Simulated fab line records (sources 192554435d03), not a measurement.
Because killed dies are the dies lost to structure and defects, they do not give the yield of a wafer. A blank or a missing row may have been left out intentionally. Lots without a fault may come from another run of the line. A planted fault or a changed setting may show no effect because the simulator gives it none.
fab line records	flow n5-finfet
record lots=7	wafers=21
route steps=1938 shown MOL_CONTACT_COAG@523 BEOL_M0_SAQP@640
start-h: hours from the record's first day to the start of the lot's first wafer shown	wait-h: how many hours have passed since the lot's step before this one	" as in the row above	L1.1+2: a row that stands for several wafers	- no value, or no start given	* or withheld: withheld	< > ~ a bound
route shown NAME@n: NAME is a module with steps in the file, n the number in the route of the first one	usual: mean/standard deviation taken from wafers without a fault	same: alike in all rows	chamber/n: place in a boat	sites: readings site by site	_std_site: standard deviation of those values	_edge_site: outer sites' mean less inner sites'	radius-mm: how far each site lies from the wafer's centre	mask NAME#n: copy n	behind: the tool/chamber that last shaped the wafer	hold: why the lot went on hold/how many hours it stayed there/how the hold came to an end	device: transistor that didn't switch, given as n, p or np	end of line: the same wafers' tests at the end of the route	where a step has no rows: the recipe by itself	killed: at the first sort, the dies lost to defects and structure; wafer yield is something else	map: dies across one wafer; x = killed, . = not, _ = none there
set.NAME: the setting the step ran with; set.NAME@STEP: the setting that earlier step ran with	model.NAME: the simulator's own value behind a step, which no gauge read
one table per step and one row per wafer, for lots whose settings were changed on purpose
## steps
# step N5_MOL_CONTACT_COAG_EXPOSE_05
# recipe mask-id=CA	na=0.33	source-shape=annular	sigma-inner=0.4	sigma-outer=0.8	polarization=unpolarized	defocus-nm=0	dose-mj=38.25
lot.wafer	tool	chamber	start-h	wait-h	mask	set.dose-mj
L078.3	euv-scanner-01	0	119.70	-	CA#0	40.77
L078.4+6	"	0	"	"	CA#0	38.25
L080.1	euv-scanner-02	0	128.71	-	CA#0	38.25
L080.5+6	"	0	"	"	CA#0	39.42
L085.1+4+5	euv-scanner-02	0	156.14	-	CA#0	38.25
L086.3+5	euv-scanner-01	0	169.81	-	CA#0	36.41
L086.6	"	0	"	"	CA#0	38.25
L091.2+3+5	euv-scanner-02	0	195.79	-	CA#0	38.25
L094.3+6	euv-scanner-02	0	208.00	-	CA#0	36.6
L094.5	"	0	"	"	CA#0	38.25
L095.3	euv-scanner-02	0	214.65	-	CA#0	38.25
L095.4+6	"	0	"	"	CA#0	40.95
# step N5_MOL_CONTACT_COAG_PEB_06
# recipe peb-temp-c=100	peb-time-s=60	resist=CAR-EUV
# step N5_MOL_CONTACT_COAG_DEVELOP_07
# recipe develop-time-s=30	developer=TMAH	resist=CAR-EUV	rinse-liquid=surfactant-rinse	dry=air-spin	dev-temp-c=23
# step N5_MOL_CONTACT_COAG_CD_MEAS_08
# recipe target-cd-nm=28	landing-energy-ev=500	detector=se-inlens	polarity=opening
# usual cd-nm=27.97/0.26
lot.wafer	tool	chamber	start-h	wait-h	set.dose-mj@MOL_CONTACT_COAG_EXPOSE_05	cd-nm
L078.3	cd-sem-02	0	119.82	-	40.77	29.25
L078.4	"	0	"	"	38.25	27.81
L078.6	"	0	"	"	38.25	28.34
L080.1	cd-sem-01	0	128.84	-	38.25	27.59
L080.5	"	0	"	"	39.42	28.75
L080.6	"	0	"	"	39.42	28.56
L085.1	cd-sem-01	0	156.27	-	38.25	27.63
L085.4	"	0	"	"	38.25	28.06
L085.5	"	0	"	"	38.25	27.49
L086.3	cd-sem-02	0	169.92	-	36.41	26.33
L086.5	"	0	"	"	36.41	26.85
L086.6	"	0	"	"	38.25	28.04
L091.2	cd-sem-03	0	195.92	-	38.25	28.26
L091.3	"	0	"	"	38.25	28.26
L091.5	"	0	"	"	38.25	28.25
L094.3	cd-sem-02	0	208.12	-	36.6	27.05
L094.5	"	0	"	"	38.25	27.85
L094.6	"	0	"	"	36.6	27.23
L095.3	cd-sem-03	0	214.77	-	38.25	28.37
L095.4	"	0	"	"	40.95	29.00
L095.6	"	0	"	"	40.95	29.71
# step N5_MOL_CONTACT_COAG_DESCUM_13
# recipe chemistry=O2	time-s=7	source-power-w=50	bias-power-w=20	pressure-mtorr=20	rf-frequency-hz=2.712e+07	temp-c=40	resist=CAR-EUV	o2-flow-sccm=225
# step N5_MOL_CONTACT_COAG_ETCH_59
# recipe chemistry=N2/H2	target=underlayer	target-depth-a=130	mask-material=CAR-EUV	time-s=10.4	ion-energy-ev=200	pressure-mtorr=30	source-w=840	bias-w=150	n2-flow-sccm=200	h2-flow-sccm=200	ends=cleared
lot.wafer	tool	chamber	start-h	wait-h	set.dose-mj@MOL_CONTACT_COAG_EXPOSE_05	model.MOL_CONTACT_COAG.cd-offset-nm
L078.3	rie-diel-03	0	119.97	0.0	40.77	1.4
L078.4	"	1	"	"	38.25	0
L078.6	"	0	"	"	38.25	0.2
L080.1	rie-diel-04	1	129.11	0.0	38.25	-0.2
L080.5+6	"	2,1	"	"	39.42	0.4
L085.1+5	rie-diel-04	2	156.42	0.0	38.25	-0.4
L085.4	"	1	"	"	38.25	0
L086.3+5	rie-diel-04	1,2	170.21	0.0	36.41	-1.4
L086.6	"	3	"	"	38.25	0
L091.2	rie-diel-03	2	196.07	0.0	38.25	0
L091.3	"	0	"	"	38.25	0.2
L091.5	"	1	"	"	38.25	0.6
L094.3	rie-diel-04	3	208.27	0.0	36.6	-0.8
L094.5	"	0	"	"	38.25	0
L094.6	"	3	"	"	36.6	-1
L095.3	rie-diel-02	3	215.01	0.0	38.25	-0.2
L095.4	"	2	"	"	40.95	1.2
L095.6	"	2	"	"	40.95	1.4
# step N5_MOL_CONTACT_COAG_ETCH_105
# recipe chemistry=CF4	target=SiARC	target-depth-a=156	mask-material=CAR-EUV	time-s=26	ion-energy-ev=80	pressure-mtorr=40	source-w=545	bias-w=36	Ar_flow_sccm=100	cf4-flow-sccm=100	ends=cleared
lot.wafer	tool	chamber	start-h	wait-h	set.dose-mj@MOL_CONTACT_COAG_EXPOSE_05	model.MOL_CONTACT_COAG.cd-offset-nm
L078.3	rie-diel-03	0	119.99	0.0	40.77	1.2
L078.4	"	1	"	"	38.25	0
L078.6	"	0	"	"	38.25	0.2
L080.1	rie-diel-04	1	129.13	0.0	38.25	-0.2
L080.5+6	"	2,1	"	"	39.42	0.4
L085.1+5	rie-diel-04	2	156.44	0.0	38.25	-0.4
L085.4	"	1	"	"	38.25	0
L086.3+5	rie-diel-04	1,2	170.23	0.0	36.41	-1.4
L086.6	"	3	"	"	38.25	0
L091.2	rie-diel-03	2	196.09	0.0	38.25	0
L091.3	"	0	"	"	38.25	0.2
L091.5	"	1	"	"	38.25	0.4
L094.3	rie-diel-04	3	208.29	0.0	36.6	-0.8
L094.5	"	0	"	"	38.25	0
L094.6	"	3	"	"	36.6	-1
L095.3	rie-diel-02	3	215.03	0.0	38.25	-0.2
L095.4	"	2	"	"	40.95	1.2
L095.6	"	2	"	"	40.95	1.4
# step N5_MOL_CONTACT_COAG_ETCH_106
# recipe chemistry=N2/H2	target=SOC	target-depth-a=800	overetch-a=160	mask-material=SiARC	temp-c=40	time-s=120	ion-energy-ev=200	pressure-mtorr=30	source-w=840	bias-w=150	n2-flow-sccm=200	h2-flow-sccm=200
lot.wafer	tool	chamber	start-h	wait-h	set.spin-rpm@MOL_CONTACT_COAG_COAT_103	model.etch.depth-nm
L078.3	rie-diel-03	0	120.02	0.0	1500	80.04
L078.4	"	1	"	"	1500	79.97
L078.6	"	0	"	"	1500	79.98
L080.1	rie-diel-04	1	129.16	0.0	1500	80.17
L080.5	"	2	"	"	1336	85.22
L080.6	"	1	"	"	1500	80.15
L085.1	rie-diel-04	2	156.47	0.0	1500	80.23
L085.4	"	1	"	"	1500	80.31
L085.5	"	2	"	"	1500	80.28
L086.3	rie-diel-04	1	170.26	0.0	1500	80.35
L086.5+6	"	2,3	"	"	1500	80.17
L091.2	rie-diel-03	2	196.12	0.0	1664	76.15
L091.3	"	0	"	"	1500	80.19
L091.5	"	1	"	"	1664	76.05
L094.3	rie-diel-04	3	208.32	0.0	1560	79.23
L094.5	"	0	"	"	1560	78.68
L094.6	"	3	"	"	1500	80.47
L095.3	rie-diel-02	3	215.06	0.0	1500	79.71
L095.4	"	2	"	"	1500	80.06
L095.6	"	2	"	"	1340	84.48
# step N5_MOL_CONTACT_COAG_STRIP_107
# recipe chemistry=N2/H2	temp-c=40	n2-flow-sccm=200	h2-flow-sccm=200	rf-frequency-hz=6e+07
# step N5_MOL_CONTACT_COAG_STRIP_108
# recipe chemistry=N2/H2	temp-c=40	n2-flow-sccm=200	h2-flow-sccm=200	rf-frequency-hz=6e+07
# step N5_MOL_CONTACT_COAG_CONTACT_ETCH_14
# recipe chemistry=C4F6/O2	target=SiO2	target-depth-a=275	overetch-a=85	mask-material=SOC	pressure-mtorr=30	source-w=370	bias-w=185	Ar_flow_sccm=300	C4F6_flow_sccm=16	O2_flow_sccm=10	time-s=20	ion-energy-ev=259.6
lot.wafer	tool	chamber	start-h	wait-h	set.spin-rpm@MOL_CONTACT_COAG_COAT_103	model.SOC_of_MOL_CONTACT_COAG_COAT_103.thk-nm
L078.3+4	rie-diel-03	0,1	120.12	0.0	1500	78.6
L078.6	"	0	"	"	1500	78.4
L080.1+6	rie-diel-04	1	129.26	0.0	1500	78.6
L080.5	"	2	"	"	1336	83.8
L085.1+4+5	rie-diel-04	2,1,2	156.57	0.0	1500	78.8
L086.3+5+6	rie-diel-04	1,2,3	170.36	0.0	1500	78.8
L091.2+5	rie-diel-03	2,1	196.22	0.0	1664	74.6
L091.3	"	0	"	"	1500	78.8
L094.3	rie-diel-04	3	208.42	0.0	1560	77.8
L094.5	"	0	"	"	1560	77.2
L094.6	"	3	"	"	1500	79
L095.3	rie-diel-02	3	215.16	0.0	1500	78.2
L095.4	"	2	"	"	1500	78.6
L095.6	"	2	"	"	1340	83
# step N5_MOL_CONTACT_COAG_STRIP_109
# recipe chemistry=C4F6/O2	resist=SiARC	rf-frequency-hz=6e+07
# step N5_MOL_CONTACT_COAG_ETCH_15
# recipe chemistry=CH3F/O2	target=SiNx	target-depth-a=70	mask-material=SOC	stop-on=Si:P	over-etch-frac=0.75	ion-energy-ev=120	pressure-mtorr=30	source-w=395	bias-w=73	Ar_flow_sccm=150	CH3F_flow_sccm=30	O2_flow_sccm=20
lot.wafer	tool	chamber	start-h	wait-h	set.dose-mj@MOL_CONTACT_COAG_EXPOSE_05	model.MOL_CONTACT_COAG.cd-offset-nm
L078.3	rie-diel-03	0	120.15	0.0	40.77	1.4
L078.4	"	1	"	"	38.25	-0.4
L078.6	"	0	"	"	38.25	0.2
L080.1	rie-diel-04	1	129.30	0.0	38.25	-0.4
L080.5+6	"	2,1	"	"	39.42	0.2
L085.1+5	rie-diel-04	2	156.61	0.0	38.25	-0.6
L085.4	"	1	"	"	38.25	-0.2
L086.3	rie-diel-04	1	170.39	0.0	36.41	-1.8
L086.5	"	2	"	"	36.41	-1.6
L086.6	"	3	"	"	38.25	-0.4
L091.2+3	rie-diel-03	2,0	196.25	0.0	38.25	0.2
L091.5	"	1	"	"	38.25	0.4
L094.3+6	rie-diel-04	3	208.46	0.0	36.6	-1
L094.5	"	0	"	"	38.25	0
L095.3	rie-diel-02	3	215.20	0.0	38.25	-0.2
L095.4	"	2	"	"	40.95	1.2
L095.6	"	2	"	"	40.95	1.4
# step N5_MOL_CONTACT_COAG_ETCH_110
# recipe chemistry=CF4/O2	target=Si	target-depth-a=25	time-s=8	pressure-mtorr=100	source-w=200	bias-w=12	ion-energy-ev=60	Ar_flow_sccm=100	cf4-flow-sccm=100	O2_flow_sccm=10
# step N5_MOL_CONTACT_COAG_STRIP_98
# recipe chemistry=N2/H2	power-w=500	temp-c=40	pressure-mtorr=50	rf-frequency-hz=6e+07	overash-fraction=0.3	bias-power-w=8	h2-frac=0.5	n2-flow-sccm=300	h2-flow-sccm=300
# step N5_MOL_CONTACT_COAG_CD_MEAS_99
# recipe target-cd-nm=17.2	polarity=opening
# usual cd-nm=17.1/0.38
lot.wafer	tool	chamber	start-h	wait-h	set.dose-mj@MOL_CONTACT_COAG_EXPOSE_05	cd-nm
L078.3	cd-sem-01	-	120.34	-	40.77	18.3
L078.4	"	-	"	"	38.25	16.5
L078.6	"	-	"	"	38.25	17.3
L080.1	cd-sem-03	-	129.47	-	38.25	16.8
L080.5	"	-	"	"	39.42	17.4
L080.6	"	-	"	"	39.42	17.4
L085.1	cd-sem-02	-	156.79	-	38.25	16.5
L085.4	"	-	"	"	38.25	17.0
L085.5	"	-	"	"	38.25	16.6
L086.3	cd-sem-02	-	170.57	-	36.41	15.0
L086.5	"	-	"	"	36.41	15.6
L086.6	"	-	"	"	38.25	16.6
L091.2	cd-sem-02	-	196.44	-	38.25	17.0
L091.3	"	-	"	"	38.25	17.5
L091.5	"	-	"	"	38.25	17.6
L094.3	cd-sem-02	-	208.64	-	36.6	16.3
L094.5	"	-	"	"	38.25	17.0
L094.6	"	-	"	"	36.6	16.1
L095.3	cd-sem-03	-	215.38	-	38.25	17.2
L095.4	"	-	"	"	40.95	17.9
L095.6	"	-	"	"	40.95	18.3
# step N5_MOL_CONTACT_COAG_ALD_27
# recipe material=SiOC	target-thk-a=170	temp-c=400	ald-precursor-family=carbosiloxane	ald-co-reactant=H2-plasma	pulse-time-s=1.5	time-s=2720	purge-time-s=2	co-reactant-purge-time-s=2	ald-cycles=340	pressure-torr=2
lot.wafer	tool	chamber	start-h	wait-h	set.ald-cycles	model.SiOC_of_MOL_CONTACT_COAG_ALD_27.thk-nm
L078.3	ald-sin-01	3	129.91	0.0	340	16.8
L078.4+6	"	2	"	"	340	17
L080.1	ald-sin-01	0	135.79	0.0	390	19.4
L080.5	"	0	"	"	340	17
L080.6	"	3	"	"	390	19.6
L085.1+4+5	ald-sin-01	0,1,1	162.96	1.5	340	17
L086.3	ald-sin-02	1	178.89	0.7	322	16.2
L086.5+6	"	1,0	"	"	340	17
L091.2+3	ald-sin-02	1,3	202.87	0.0	287	14.4
L091.5	"	1	"	"	340	17
L094.3	ald-sin-02	0	214.71	0.6	375	18.8
L094.5	"	3	"	"	340	17
L094.6	"	2	"	"	340	17.2
L095.3+6	ald-sin-02	3,0	222.58	0.0	340	17
L095.4	"	2	"	"	383	19.2
# step N5_MOL_CONTACT_COAG_COAT_75
# recipe resist=SOC	temp-c=250	time-s=60	spin-rpm=1500	resist-thk-nm=60
lot.wafer	tool	chamber	start-h	wait-h	set.spin-rpm	model.SOC_of_MOL_CONTACT_COAG_COAT_75.thk-nm
L078.3	litho-track-04	0	134.33	0.0	1500	60.2
L078.4+6	"	0	"	"	1500	60.4
L080.1+6	litho-track-01	0	138.25	0.0	1500	59.8
L080.5	"	0	"	"	1500	60
L085.1+4+5	litho-track-03	0	165.44	0.0	1500	60.2
L086.3	litho-track-03	0	183.66	0.0	1350	63.4
L086.5	"	0	"	"	1500	60.2
L086.6	"	0	"	"	1350	63.6
L091.2+3	litho-track-01	0	205.43	0.0	1500	60
L091.5	"	0	"	"	1500	60.2
L094.3+5	litho-track-01	0	217.77	0.0	1500	60.2
L094.6	"	0	"	"	1446	61.2
L095.3	litho-track-04	0	225.06	0.0	1665	57
L095.4	"	0	"	"	1665	57.2
L095.6	"	0	"	"	1500	60
# step N5_MOL_CONTACT_COAG_COAT_76
# recipe resist=SiARC	temp-c=220	time-s=60	spin-rpm=1500	resist-thk-nm=10
# step N5_MOL_CONTACT_COAG_COAT_77
# recipe resist=underlayer	temp-c=205	time-s=60	spin-rpm=1500	resist-thk-nm=10
# step N5_MOL_CONTACT_COAG_ALD_131
# recipe material=SiO2	target-thk-a=50	temp-c=100	ald-precursor-family=BDEAS	ald-co-reactant=O2-plasma	pulse-time-s=1	co-reactant-pulse-time-s=1	purge-time-s=2	co-reactant-purge-time-s=2	ald-cycles=35	pressure-torr=2
# step N5_MOL_CONTACT_COAG_ETCHBACK_132
# recipe chemistry=CHF3	target=SiO2	target-depth-a=100	time-s=6.7	ion-energy-ev=200	pressure-mtorr=30	source-w=610	bias-w=170	Ar_flow_sccm=200	CHF3_flow_sccm=50
# step N5_MOL_CONTACT_COAG_ETCH_91
# recipe chemistry=N2/H2	target=SOC	target-depth-a=600	overetch-a=210	mask-material=SiARC	temp-c=40	time-s=101.2	ion-energy-ev=200	pressure-mtorr=30	source-w=840	bias-w=150	n2-flow-sccm=200	h2-flow-sccm=200
lot.wafer	tool	chamber	start-h	wait-h	set.spin-rpm@MOL_CONTACT_COAG_COAT_75	model.etch.depth-nm
L078.3	rie-diel-02	3	135.37	0.0	1500	60.2
L078.4	"	1	"	"	1500	60.31
L078.6	"	3	"	"	1500	60.37
L080.1	rie-diel-03	0	139.67	0.0	1500	59.85
L080.5	"	1	"	"	1500	59.95
L080.6	"	0	"	"	1500	59.81
L085.1	rie-diel-02	3	166.38	0.0	1500	60.15
L085.4	"	2	"	"	1500	60.18
L085.5	"	0	"	"	1500	60.24
L086.3	rie-diel-02	1	184.65	0.0	1350	63.34
L086.5	"	2	"	"	1500	60.21
L086.6	"	3	"	"	1350	63.51
L091.2	rie-diel-02	1	206.88	0.0	1500	60.09
L091.3	"	0	"	"	1500	60.06
L091.5	"	1	"	"	1500	60.12
L094.3	rie-diel-04	1	218.65	0.0	1500	60.1
L094.5	"	2	"	"	1500	60.27
L094.6	"	1	"	"	1446	61.24
L095.3	rie-diel-03	2	225.99	0.0	1665	56.98
L095.4	"	3	"	"	1665	57.14
L095.6	"	3	"	"	1500	60.05
# step N5_MOL_CONTACT_COAG_STRIP_92
# recipe chemistry=N2/H2	temp-c=40	n2-flow-sccm=200	h2-flow-sccm=200	rf-frequency-hz=6e+07
# step N5_MOL_CONTACT_COAG_STRIP_93
# recipe chemistry=N2/H2	temp-c=40	n2-flow-sccm=200	h2-flow-sccm=200	rf-frequency-hz=6e+07
# step N5_MOL_CONTACT_COAG_ETCHBACK_135
# recipe chemistry=CHF3	target=SiO2	target-depth-a=250	time-s=16.7	ion-energy-ev=200	pressure-mtorr=30	source-w=610	bias-w=170	Ar_flow_sccm=200	CHF3_flow_sccm=50
# step N5_MOL_CONTACT_COAG_STRIP_118
# recipe chemistry=CHF3	resist=SiARC	rf-frequency-hz=6e+07
# step N5_MOL_CONTACT_COAG_VIA_ETCH_46
# recipe chemistry=C4F6/O2	target-depth-a=460	overetch-a=92	mask-material=SOC	target=SiO2	bias-w=455	pressure-mtorr=10	time-s=40	source-w=325	Ar_flow_sccm=300	C4F6_flow_sccm=10	O2_flow_sccm=10	ion-energy-ev=575.3	ends=end-point
lot.wafer	tool	chamber	start-h	wait-h	set.spin-rpm@MOL_CONTACT_COAG_COAT_75	model.SOC_of_MOL_CONTACT_COAG_COAT_75.thk-nm
L078.3	rie-diel-02	3	135.49	0.0	1500	50.8
L078.4+6	"	1,3	"	"	1500	51
L080.1+6	rie-diel-03	0	139.79	0.0	1500	50.4
L080.5	"	1	"	"	1500	50.8
L085.1	rie-diel-02	3	166.51	0.0	1500	50.6
L085.4	"	2	"	"	1500	51
L085.5	"	0	"	"	1500	50.8
L086.3+6	rie-diel-02	1,3	184.77	0.0	1350	54
L086.5	"	2	"	"	1500	51
L091.2+5	rie-diel-02	1	207.00	0.0	1500	50.8
L091.3	"	0	"	"	1500	50.6
L094.3	rie-diel-04	1	218.77	0.0	1500	50.4
L094.5	"	2	"	"	1500	51.2
L094.6	"	1	"	"	1446	51.6
L095.3	rie-diel-03	2	226.11	0.0	1665	47.6
L095.4	"	3	"	"	1665	48
L095.6	"	3	"	"	1500	50.8
# step N5_BEOL_M0_SAQP_HM_DEP_111
# recipe material=SiO2	target-thk-a=120	temp-c=400	precursor=SiH4/N2O	pressure-torr=0.75	rf-w=275	time-s=7.2
lot.wafer	tool	chamber	start-h	wait-h	set.time-s	model.SiO2_of_BEOL_M0_SAQP_HM_DEP_111.thk-nm
L078.3	pecvd-04	1	145.55	0.0	7.2	12
L078.4	"	2	"	"	6.411	10.6
L078.6	"	0	"	"	6.411	10.8
L080.1	pecvd-02	2	147.01	0.1	6.925	11.6
L080.5	"	1	"	"	7.2	12
L080.6	"	0	"	"	7.2	12.2
L085.1	pecvd-04	1	173.82	0.0	7.2	11.8
L085.4	"	2	"	"	7.2	12
L085.5	"	1	"	"	7.2	12.2
L086.3+5+6	pecvd-04	1,1,2	191.16	0.1	7.2	12.2
L091.2+3	pecvd-01	0,2	213.99	0.0	7.2	11.6
L091.5	"	0	"	"	7.2	11.8
L094.3	pecvd-01	1	227.73	0.0	7.2	12
L094.5	"	0	"	"	8.157	13.4
L094.6	"	1	"	"	7.2	12.4
L095.3	pecvd-04	0	235.47	0.0	7.2	12
L095.4+6	"	2,0	"	"	7.646	13
# step N5_BEOL_M0_SAQP_COAT_81
# recipe resist=SOC	temp-c=250	time-s=60	spin-rpm=1500	resist-thk-nm=100
# step N5_BEOL_M0_SAQP_COAT_82
# recipe resist=SiARC	temp-c=220	time-s=60	spin-rpm=1500	resist-thk-nm=30
# step N5_BEOL_M0_SAQP_ETCH_84
# recipe chemistry=N2/H2	target=SOC	target-depth-a=1000	overetch-a=200	mask-material=SiARC	temp-c=40	time-s=150	ion-energy-ev=200	pressure-mtorr=30	source-w=840	bias-w=150	n2-flow-sccm=200	h2-flow-sccm=200
# step N5_BEOL_M0_SAQP_STRIP_80
# recipe chemistry=N2/H2	temp-c=40	n2-flow-sccm=200	h2-flow-sccm=200	rf-frequency-hz=6e+07
# step N5_BEOL_M0_SAQP_HM_OPEN_112
# recipe chemistry=CHF3/O2	target=SiO2	stop-on=a-Si	target-depth-a=120	over-etch-frac=1.25	mask-material=SOC	time-s=13.5	pressure-mtorr=30	source-w=650	bias-w=170	Ar_flow_sccm=200	CHF3_flow_sccm=50	O2_flow_sccm=5	ion-energy-ev=200	ends=end-point
lot.wafer	tool	chamber	start-h	wait-h	set.time-s@BEOL_M0_SAQP_HM_DEP_111	model.etch.depth-nm
L078.3	rie-diel-06	1	146.16	0.0	7.2	12.04
L078.4	"	2	"	"	6.411	10.68
L078.6	"	1	"	"	6.411	10.77
L080.1	rie-diel-06	3	147.73	0.0	6.925	11.67
L080.5	"	0	"	"	7.2	11.97
L080.6	"	1	"	"	7.2	12.17
L085.1	rie-diel-01	2	174.57	0.0	7.2	11.87
L085.4	"	3	"	"	7.2	12.09
L085.5	"	3	"	"	7.2	12.15
L086.3	rie-diel-01	0	192.29	0.0	7.2	12.18
L086.5	"	3	"	"	7.2	12.27
L086.6	"	1	"	"	7.2	12.13
L091.2	rie-diel-01	2	215.16	0.0	7.2	11.64
L091.3	"	1	"	"	7.2	11.69
L091.5	"	0	"	"	7.2	11.74
L094.3	rie-diel-06	1	228.46	0.0	7.2	12.02
L094.5	"	2	"	"	8.157	13.48
L094.6	"	1	"	"	7.2	12.4
L095.3	rie-diel-05	1	236.21	0.0	7.2	12.09
L095.4	"	3	"	"	7.646	12.96
L095.6	"	0	"	"	7.646	12.97
## key
split step=N5_MOL_CONTACT_COAG_EXPOSE_05	setting=dose-mj	stated=38.25	by=wafer
response step=N5_MOL_CONTACT_COAG_CD_MEAS_08	reading=cd-nm	change=+0.194	per=1%	r=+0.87
response step=N5_MOL_CONTACT_COAG_ETCH_59	reading=model.MOL_CONTACT_COAG.cd-offset-nm	change=+0.219	per=1%	r=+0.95
response step=N5_MOL_CONTACT_COAG_ETCH_105	reading=model.MOL_CONTACT_COAG.cd-offset-nm	change=+0.21	per=1%	r=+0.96
response step=N5_MOL_CONTACT_COAG_ETCH_15	reading=model.MOL_CONTACT_COAG.cd-offset-nm	change=+0.228	per=1%	r=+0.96
response step=N5_MOL_CONTACT_COAG_CD_MEAS_99	reading=cd-nm	change=+0.189	per=1%	r=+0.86
split step=N5_MOL_CONTACT_COAG_ALD_27	setting=ald-cycles	stated=340	by=wafer
response step=N5_MOL_CONTACT_COAG_ALD_27	reading=model.SiOC_of_MOL_CONTACT_COAG_ALD_27.thk-nm	change=+0.168	per=1%	r=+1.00
split step=N5_MOL_CONTACT_COAG_COAT_75	setting=spin-rpm	stated=1500	by=wafer
response step=N5_MOL_CONTACT_COAG_COAT_75	reading=model.SOC_of_MOL_CONTACT_COAG_COAT_75.thk-nm	change=-0.293	per=1%	r=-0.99
response step=N5_MOL_CONTACT_COAG_ETCH_91	reading=model.etch.depth-nm	change=-0.294	per=1%	r=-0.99
response step=N5_MOL_CONTACT_COAG_VIA_ETCH_46	reading=model.SOC_of_MOL_CONTACT_COAG_COAT_75.thk-nm	change=-0.282	per=1%	r=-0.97
split step=N5_BEOL_M0_SAQP_HM_DEP_111	setting=time-s	stated=7.2	by=wafer
response step=N5_BEOL_M0_SAQP_HM_DEP_111	reading=model.SiO2_of_BEOL_M0_SAQP_HM_DEP_111.thk-nm	change=+0.11	per=1%	r=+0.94
response step=N5_BEOL_M0_SAQP_HM_OPEN_112	reading=model.etch.depth-nm	change=+0.109	per=1%	r=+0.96
split outside-this-file step=N5_MOL_CONTACT_COAG_COAT_103 setting=spin-rpm
# split outside-this-file: this setting was split too, and the file shows its column; the key of that split is in another file
